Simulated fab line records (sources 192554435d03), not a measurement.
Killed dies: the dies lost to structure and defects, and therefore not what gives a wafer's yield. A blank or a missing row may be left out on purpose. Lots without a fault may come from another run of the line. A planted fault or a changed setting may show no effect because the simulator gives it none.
fab line records | flow n5-finfet
[record] lots = 6 wafers = 16 last-day = 19
route steps=1938 shown BEOL_M9@1449 PASSIVATION@1936
lots that met no fault: from a run of the same line without faults
start-h: the number of hours between the record's first day and the start of the first shown wafer of the lot | wait-h: time in hours since the lot's previous step | " identical to the entry in the row above | L1.1+2: several wafers, shown together as one row | - value missing, or start not given | * or withheld: withheld | < > ~ a bound
route shown NAME@n: NAME is a module with steps in the file, n the number in the route of the first one | usual: mean and standard deviation over wafers with no fault | same: alike in all rows | chamber/n: place in a boat | sites: the reading at each site | _std_site: how widely they spread, as a standard deviation | _edge_site: outer sites' mean less inner sites' | radius-mm: for every site, how far away it sits from the centre of the wafer | mask NAME#n: copy n | behind: the tool/chamber that last shaped the wafer | hold: why the lot went on hold/how many hours it stayed there/how the hold came to an end | device: names the non-switching transistor (n, p or np) | end of line: the route-end tests of the same wafers | step lacking rows: just its recipe | killed: dies that structure and defects cost at the first sort, which is not the same as the wafer's yield | map: dies across one wafer; x = killed, . = not, _ = none there
set.NAME: the run value of the setting; set.NAME@STEP: its run value at that earlier step | model.NAME: the simulator's own value behind a step, which no gauge read
certain route steps with their lots: each step a table, each wafer a row
services: the hour from which a tool's chamber was out of use, counted from the record's first day as start-h (under 0 if before that day), plus the number of hours and why
[[steps]]
[step N5_BEOL_M9_OCD_MEAS_38]
[usual] trench-depth-nm = 151.3/1.8
// columns lot.wafer tool chamber start-h wait-h trench-depth-nm
L345.2 ocd-02 - 238.28 - 151.9
L345.4 " - " " 153.3
L345.6 " - " " 154.0
L350.2 ocd-01 - 245.21 - 151.8
L350.4 " - " " 152.0
L350.6 " - " " 151.5
L357.2 ocd-02 - 334.07 - 151.1
L354.1 ocd-01 - 347.17 - 147.5
L354.2 " - " " 148.5
L354.6 " - " " 147.6
L359.3 ocd-02 - 350.20 - 150.2
L359.5 " - " " 151.8
L359.6 " - " " 151.0
L365.4 ocd-02 - 384.13 - 149.6
L365.5 " - " " 150.1
L365.6 " - " " 152.9
[step N5_BEOL_M9_HM_STRIP_39]
[recipe] chemistry = peroxide-tin-strip material = TiN target-depth-a = 250 temp-c = 50 time-s = 158
[step N5_BEOL_M9_SRD_40]
[recipe] time-s = 30 temp-c = 23 rinse-liquid = diw dry = ipa-marangoni
[step N5_BEOL_M9_PRECLEAN_42]
[recipe] chemistry = residue-remover time-s = 60 temp-c = 40
[step N5_BEOL_M9_SRD_43]
[recipe] time-s = 30 temp-c = 23 rinse-liquid = diw dry = ipa-marangoni
[step N5_BEOL_M9_CD_MEAS_35]
[recipe] target-cd-nm = 70 target-cd-y-nm = 40 polarity = opening
[usual] cd-nm = 70.0/0.52
// columns lot.wafer tool chamber start-h wait-h cd-nm
L345.2 cd-sem-03 - 238.43 0.0 69.7
L345.4 " - " " 68.9
L345.6 " - " " 69.0
L350.2 cd-sem-01 - 245.36 0.0 69.5
L350.4 " - " " 70.0
L350.6 " - " " 70.2
L357.2 cd-sem-03 - 334.22 0.0 69.6
L354.1 cd-sem-03 - 347.33 0.0 69.7
L354.2 " - " " 70.0
L354.6 " - " " 69.6
L359.3 cd-sem-01 - 350.36 0.0 69.1
L359.5 " - " " 69.7
L359.6 " - " " 70.4
L365.4 cd-sem-01 - 384.28 0.0 69.4
L365.5 " - " " 70.2
L365.6 " - " " 70.3
[step N5_BEOL_M9_CURE_72]
[recipe] temp-c = 370 time-s = 120 ambient = DMADMS/He material = SiCOH_lowk
[usual] lamp-power-pct = 52.32/0.055 wafer_temp_C_max = 371.6/0.55
// columns lot.wafer tool chamber start-h wait-h lamp-power-pct wafer_temp_C_max
L345.2 uv-cure-01 2 238.52 0.1 52.42 371.9
L345.4 " 2 " " 52.40 371.8
L345.6 " 2 " " 52.34 371.4
L350.2 uv-cure-01 2 245.45 0.1 52.25 371.2
L350.4 " 2 " " 52.42 371.2
L350.6 " 2 " " 52.26 371.1
L357.2 uv-cure-03 1 334.34 0.1 52.28 371.1
L354.1 uv-cure-02 2 347.38 0.0 52.35 372.1
L354.2 " 2 " " 52.33 371.7
L354.6 " 2 " " 52.39 372.1
L359.3 uv-cure-02 2 350.59 0.2 52.38 371.9
L359.5 " 2 " " 52.21 371.4
L359.6 " 2 " " 52.42 372.4
L365.4 uv-cure-03 1 384.73 0.4 52.20 371.1
L365.5 " 1 " " 52.36 371.0
L365.6 " 1 " " 52.30 370.7
[step N5_BEOL_M9_DEGAS_44]
[recipe] ambient = vacuum temp-c = 250 time-s = 60
[usual] heater-power-w = 352/38
// columns lot.wafer tool chamber start-h wait-h heater-power-w
L345.2 pvd-sputter-03 - 238.79 0.2 334
L345.4 " - " " 325
L345.6 " - " " 334
L350.2 pvd-sputter-01 - 245.74 0.2 390
L350.4 " - " " 317
L350.6 " - " " 304
L357.2 pvd-sputter-02 - 335.59 1.2 367
L354.1 pvd-sputter-03 - 347.70 0.3 408
L354.2 " - " " 315
L354.6 " - " " 309
L359.3 pvd-sputter-02 - 351.05 0.4 363
L359.5 " - " " 367
L359.6 " - " " 405
L365.4 pvd-sputter-02 - 385.56 0.7 357
L365.5 " - " " 405
L365.6 " - " " 364
[step N5_BEOL_M9_PRE_CLEAN_45]
[recipe] gas = H2/He time-s = 30 temp-c = 250
[usual] heater-power-w = 351/39
// columns lot.wafer tool chamber start-h wait-h heater-power-w
L345.2 pvd-sputter-03 - 238.83 0.0 325
L345.4 " - " " 321
L345.6 " - " " 329
L350.2 pvd-sputter-01 - 245.78 0.0 400
L350.4 " - " " 321
L350.6 " - " " 311
L357.2 pvd-sputter-02 - 335.63 0.0 363
L354.1 pvd-sputter-03 - 347.74 0.0 404
L354.2 " - " " 307
L354.6 " - " " 295
L359.3 pvd-sputter-02 - 351.09 0.0 363
L359.5 " - " " 371
L359.6 " - " " 417
L365.4 pvd-sputter-02 - 385.61 0.0 370
L365.5 " - " " 412
L365.6 " - " " 367
[step N5_BEOL_M9_ALD_74]
[recipe] material = TaN target-thk-a = 20 temp-c = 275 ald-precursor-family = PDMAT ald-co-reactant = NH3 pressure-torr = 3 carrier-flow-sccm = 1500 pulse-time-s = 2 purge-time-s = 3 co-reactant-purge-time-s = 2 co-reactant-pulse-time-s = 3 ald-cycles = 40 precursor-vessel-temp-c = 75 precursor-vessel-pressure-torr = 26.25 precursor-vessel-carrier-sccm = 1000
[usual] heater-power-w = 414/49 precursor-vessel-pressure-torr = 26.25/0.051
// columns lot.wafer tool chamber start-h wait-h heater-power-w precursor-vessel-pressure-torr
L345.2 ald-metal-04 0 238.89 0.0 340 26.23
L345.4 " 2 " " 421 26.35
L345.6 " 3 " " 373 26.38
L350.2 ald-metal-04 2 245.85 0.0 402 26.25
L350.4 " 0 " " 344 26.27
L350.6 " 2 " " 418 26.32
L357.2 ald-metal-02 2 335.69 0.0 445 26.29
L354.1 ald-metal-02 2 347.80 0.0 436 26.28
L354.2 " 1 " " 443 26.20
L354.6 " 2 " " 453 26.24
L359.3 ald-metal-04 2 351.31 0.2 413 26.24
L359.5 " 1 " " 513 26.21
L359.6 " 2 " " 412 26.22
L365.4 ald-metal-02 2 385.67 0.0 452 26.26
L365.5 " 0 " " 440 26.31
L365.6 " 3 " " 402 26.25
[step N5_BEOL_M9_SURFACE_TREAT_79]
[recipe] gas = Ar time-s = * ion-energy-ev = * ion-current-ma-cm2 = 0.5 pressure-mtorr = * ar-flow-sccm = 30
[usual] throttle-valve-pct = *
// columns lot.wafer tool chamber start-h wait-h throttle-valve-pct
L345.2 pvd-sputter-01 - 239.18 0.2 *
L345.4 " - " " *
L345.6 " - " " *
L350.2 pvd-sputter-01 - 246.18 0.2 *
L350.4 " - " " *
L350.6 " - " " *
L357.2 pvd-sputter-02 - 336.19 0.4 *
L354.1 pvd-sputter-02 - 348.16 0.2 *
L354.2 " - " " *
L354.6 " - " " *
L359.3 pvd-sputter-02 - 351.66 0.2 *
L359.5 " - " " *
L359.6 " - " " *
L365.4 pvd-sputter-02 - 386.17 0.4 *
L365.5 " - " " *
L365.6 " - " " *
[step N5_BEOL_M9_CVD_78]
[recipe] material = Co target-thk-a = 20 temp-c = withheld precursor = CCTBA/H2 pressure-torr = 30 time-s = 138.9
[step N5_BEOL_M9_SPUTTER_48]
[recipe] material = Cu target-thk-a = 120 temp-c = -20 bias-v = 60 power-w = 26000 chamber-pressure-pa = 0.13 time-s = 2
[usual] cathode-dc-power-W = 26000/4.8 chuck-gas-flow-sccm = 1.25/0.051 throttle-valve-pct = 30.0/1.3
// columns lot.wafer tool chamber start-h wait-h cathode-dc-power-W chuck-gas-flow-sccm throttle-valve-pct
L345.2 pvd-sputter-01 - 239.35 0.1 26002 1.23 30.6
L345.4 " - " " 25994 1.27 28.4
L345.6 " - " " 26003 1.18 29.0
L350.2 pvd-sputter-03 - 246.41 0.1 25999 1.18 31.1
L350.4 " - " " 26000 1.27 32.4
L350.6 " - " " 26005 1.27 32.0
L357.2 pvd-sputter-01 - 336.73 0.3 23746 1.16 30.2
L354.1 pvd-sputter-01 - 348.37 0.1 23729 1.29 29.9
L354.2 " - " " 25999 1.23 29.0
L354.6 " - " " 26000 1.29 28.3
L359.3 pvd-sputter-02 - 352.44 0.6 25996 1.29 30.4
L359.5 " - " " 26001 1.34 30.5
L359.6 " - " " 26000 1.20 31.4
L365.4 pvd-sputter-02 - 386.43 0.1 26001 1.27 30.2
L365.5 " - " " 26000 1.24 31.3
L365.6 " - " " 26001 1.23 30.1
[step N5_BEOL_M9_ECD_50]
[recipe] material = Cu target-thk-a = 3180
[step N5_PASSIVATION_PROBE_49]
[usual] defect-limited-yield = 91.6/1.6 killed_at_M0_to_M3 = 32/9.7 killed_at_M4_up = 13/4.4 killed-at-contacts = 12/6.5 killed-at-front-end = 38/12 killed-at-other = 3.7/3 killed-dies = 99/18 killed-open = 66/14 killed-short = 32/7.5 sort_bin_5_function = 4.9/1 sort_bin_6_memory = 3.2/0.73 sort-n-pass = 1081/18 sort-yield-pct = 91.6/1.6
[same] gross-dies = 1180 killed-at-back-side = 0 sort_bin_4_leakage[%] = 0 sort_bin_8_speed[%] = 0
// columns lot.wafer tool chamber start-h wait-h defect-limited-yield[%] killed_at_M0_to_M3 killed_at_M4_up killed-at-contacts killed-at-front-end killed-at-other killed-dies killed-open killed-short sort_bin_5_function[%] sort_bin_6_memory[%] sort-n-pass sort-yield-pct[%]
L350.2 prober-02 - 302.46 0.1 91.9 26 21 12 31 6 96 66 30 4.6 3.4 1084 91.9
L350.4 prober-02 - 302.56 0.2 91.8 37 20 23 16 1 97 72 25 4.9 3.1 1083 91.8
L350.6 prober-02 - 302.66 0.3 92.7 32 18 7 27 2 86 57 29 4.1 3.1 1094 92.7
L357.2 prober-01 - 389.96 0.1 91.3 33 19 10 39 2 103 76 27 4.1 4.5 1077 91.3
L354.1 prober-02 - 408.31 0.0 93.1 24 11 18 28 1 82 55 25 4.5 2.5 1098 93.1
L365.4 prober-02 - 449.79 0.2 94.4 14 6 8 38 0 66 45 20 3.6 1.9 1114 94.4
L365.5 prober-02 - 449.84 0.2 92.8 19 9 20 35 2 85 55 28 4.2 2.6 1095 92.8
L365.6 prober-02 - 449.89 0.3 93.1 18 6 15 35 7 81 56 24 4.0 2.8 1099 93.1
// killed by level:class
L350.2 FIN_SAQP:geometric-particle:open=9 MOL_CONTACT_COAG:geometric-particle:open=8 BEOL_M4:geometric-particle:open=8 BEOL_M2:geometric-particle:open=7 BEOL_M3:geometric-particle:open=6 FIN_SAQP:geometric-particle:short=5 BEOL_M0_SAQP:geometric-particle:short=5 STI_FIN_REVEAL:geometric-particle:open=4
L350.4 MOL_CONTACT_COAG:geometric-particle:open=16 BEOL_M4:geometric-particle:open=15 BEOL_M2:geometric-particle:open=11 MOL_CONTACT_COAG:geometric-particle:short=7 BEOL_M0_SAQP:geometric-particle:open=7 BEOL_M3:geometric-particle:open=7 BEOL_M0_SAQP:geometric-particle:short=6 FIN_SAQP:geometric-particle:short=3
L350.6 BEOL_M0_SAQP:geometric-particle:open=8 BEOL_M2:geometric-particle:open=6 BEOL_M3:geometric-particle:open=6 STARTING-WAFER:geometric-particle:open=6 FIN_SAQP:geometric-particle:open=5 BEOL_M5:geometric-particle:open=5 MOL_CONTACT_COAG:geometric-particle:open=4 BEOL_M0:geometric-particle:short=4
L357.2 BEOL_M2:geometric-particle:open=11 FIN_SAQP:geometric-particle:open=10 MOL_CONTACT_COAG:geometric-particle:open=10 BEOL_M4:geometric-particle:open=10 STI_FIN_REVEAL:geometric-particle:open=6 GATE_CUT:geometric-particle:short=6 BEOL_M0_SAQP:geometric-particle:short=5 BEOL_M1:geometric-particle:open=5
L354.1 MOL_CONTACT_COAG:geometric-particle:open=11 STI_FIN_REVEAL:geometric-particle:open=6 BEOL_M1:geometric-particle:open=6 BEOL_M3:geometric-particle:open=6 MOL_CONTACT_COAG:geometric-particle:short=5 FIN_SAQP:geometric-particle:open=4 DUMMY_GATE:geometric-particle:open=3 GATE_CUT:geometric-particle:short=3
L365.4 FIN_SAQP:geometric-particle:open=8 MOL_CONTACT_COAG:geometric-particle:open=8 GATE_CUT:geometric-particle:short=6 DUMMY_GATE:geometric-particle:open=5 FIN_SAQP:geometric-particle:short=4 STI_FIN_REVEAL:geometric-particle:open=4 GATE_CUT:geometric-particle:open=4 BEOL_M0_SAQP:geometric-particle:short=4
L365.5 MOL_CONTACT_COAG:geometric-particle:open=17 DUMMY_GATE:geometric-particle:open=8 FIN_SAQP:geometric-particle:open=7 FIN_SAQP:geometric-particle:short=6 GATE_CUT:geometric-particle:short=4 BEOL_M0_SAQP:geometric-particle:open=4 MOL_CONTACT_COAG:geometric-particle:short=3 GATE_CUT:geometric-particle:open=3
L365.6 MOL_CONTACT_COAG:geometric-particle:open=14 STI_FIN_REVEAL:geometric-particle:open=6 BEOL_M2:geometric-particle:open=6 FIN_SAQP:geometric-particle:short=5 BEOL_M1:geometric-particle:open=5 BEOL_M0:geometric-particle:open=4 DUMMY_GATE:geometric-particle:open=4 GATE_CUT:geometric-particle:short=4
[[services]]
// columns tool chamber start-h hours kind
ald-metal-04 1 216.54 24.2 repair
uv-cure-02 - 231.71 22.2 pm
uv-cure-03 - 234.91 7.5 pm
pvd-sputter-02 - 265.13 12.8 repair
uv-cure-01 - 273.85 6.0 pm
uv-cure-01 - 279.85 1.0 pm
uv-cure-01 - 294.23 7.5 pm
ald-metal-04 - 345.61 1.3 repair
pvd-sputter-03 - 361.72 2.7 repair
uv-cure-03 - 377.38 2.1 pm
[[key]]
[first-sign] step = N5_BEOL_M9_SPUTTER_48 reading = cathode-dc-power-W direction = down sigmas = 99+ usual = * struck = *
effect none on later readings
met-at N5_BEOL_M9_SPUTTER_48
struck-wafers L354.1,L357.2
[earlier-fault] kind = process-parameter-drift tool = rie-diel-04 chamber = 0 onset-h = 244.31 steps = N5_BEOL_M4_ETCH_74 channel = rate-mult offset = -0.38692 shape = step
[earlier-fault] kind = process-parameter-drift tool = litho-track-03 chamber = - onset-h = 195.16 steps = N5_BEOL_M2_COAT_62 channel = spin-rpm offset = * shape = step acts-in = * stated = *
[fault] kind = process-parameter-drift tool = pvd-sputter-01 chamber = - onset-h = 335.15 steps = N5_BEOL_M9_SPUTTER_48 channel = power-w offset = * shape = step acts-in = * stated = * scope = struck-wafers-only
